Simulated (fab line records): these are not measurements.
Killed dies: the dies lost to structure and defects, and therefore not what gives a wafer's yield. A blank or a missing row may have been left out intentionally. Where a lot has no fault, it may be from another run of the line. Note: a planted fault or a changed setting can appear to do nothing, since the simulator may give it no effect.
Chamber matching || flow n5-finfet || pecvd-04 running N5_BEOL_M9_PECVD_70: 3 sister chambers
The step deposits SiO2 from TEOS/O2, target thk 20 nm, time 22.7 s. 6 wafers are shown with their chamber, then 12 later ones without.

== WAFERS PAIRED WITH THEIR CHAMBERS ==
{"wafer": "L087.3", "chamber": 2, "throttle-valve-pct (%)": 21.5, "showerhead-plenum-p-Torr (Torr)": 8.67}
{"wafer": "L087.4", "chamber": 2, "throttle-valve-pct (%)": 21.6, "showerhead-plenum-p-Torr (Torr)": 8.63}
{"wafer": "L087.5", "chamber": 0, "throttle-valve-pct (%)": 22.4, "showerhead-plenum-p-Torr (Torr)": 8.78}
{"wafer": "L088.1", "chamber": 1, "throttle-valve-pct (%)": 23.1, "showerhead-plenum-p-Torr (Torr)": 8.80}
{"wafer": "L088.2", "chamber": 0, "throttle-valve-pct (%)": 22.6, "showerhead-plenum-p-Torr (Torr)": 8.79}
{"wafer": "L088.5", "chamber": 1, "throttle-valve-pct (%)": 23.3, "showerhead-plenum-p-Torr (Torr)": 8.82}

== WAFERS MISSING THEIR CHAMBER ==
{"wafer": "L094.3", "throttle-valve-pct (%)": 22.6, "showerhead-plenum-p-Torr (Torr)": 8.79}
{"wafer": "L094.4", "throttle-valve-pct (%)": 23.2, "showerhead-plenum-p-Torr (Torr)": 8.80}
{"wafer": "L094.5", "throttle-valve-pct (%)": 21.5, "showerhead-plenum-p-Torr (Torr)": 8.65}
{"wafer": "L095.1", "throttle-valve-pct (%)": 23.2, "showerhead-plenum-p-Torr (Torr)": 8.79}
{"wafer": "L095.3", "throttle-valve-pct (%)": 21.7, "showerhead-plenum-p-Torr (Torr)": 8.64}
{"wafer": "L095.4", "throttle-valve-pct (%)": 23.5, "showerhead-plenum-p-Torr (Torr)": 8.77}
{"wafer": "L097.1", "throttle-valve-pct (%)": 21.8, "showerhead-plenum-p-Torr (Torr)": 8.66}
{"wafer": "L097.2", "throttle-valve-pct (%)": 22.5, "showerhead-plenum-p-Torr (Torr)": 8.78}
{"wafer": "L097.3", "throttle-valve-pct (%)": 22.6, "showerhead-plenum-p-Torr (Torr)": 8.77}
{"wafer": "L097.4", "throttle-valve-pct (%)": 21.8, "showerhead-plenum-p-Torr (Torr)": 8.65}
{"wafer": "L097.5", "throttle-valve-pct (%)": 22.4, "showerhead-plenum-p-Torr (Torr)": 8.77}
{"wafer": "L097.6", "throttle-valve-pct (%)": 21.6, "showerhead-plenum-p-Torr (Torr)": 8.65}

== WHICH CHAMBER EACH WENT THROUGH ==
{"wafer": "L094.3", "from the rows above": 0, "in truth": 0}
{"wafer": "L094.4", "from the rows above": 1, "in truth": 1}
{"wafer": "L094.5", "from the rows above": 2, "in truth": 2}
{"wafer": "L095.1", "from the rows above": 1, "in truth": 1}
{"wafer": "L095.3", "from the rows above": 2, "in truth": 2}
{"wafer": "L095.4", "from the rows above": 1, "in truth": 1}
{"wafer": "L097.1", "from the rows above": 2, "in truth": 2}
{"wafer": "L097.2", "from the rows above": 0, "in truth": 0}
{"wafer": "L097.3", "from the rows above": 0, "in truth": 0}
{"wafer": "L097.4", "from the rows above": 2, "in truth": 2}
{"wafer": "L097.5", "from the rows above": 0, "in truth": 0}
{"wafer": "L097.6", "from the rows above": 2, "in truth": 2}
Placed correctly: 12 of 12. Can't be placed from these rows: 0. Placed wrongly: 0.
How it was worked out, from the rows above alone: a wafer's distance from a chamber is the root of the sum, over the readings, of the square of ((its reading less the chamber's mean) divided by the reading's scatter). The wafer belongs to the nearest chamber; if the next one is less than 2 further off, it can't be placed. The mean given for a chamber averages the wafers shown for that chamber. The scatter: the root of (the sum of the squares of (reading less its chamber's mean) over the shown wafers, divided by (wafers less chambers)).
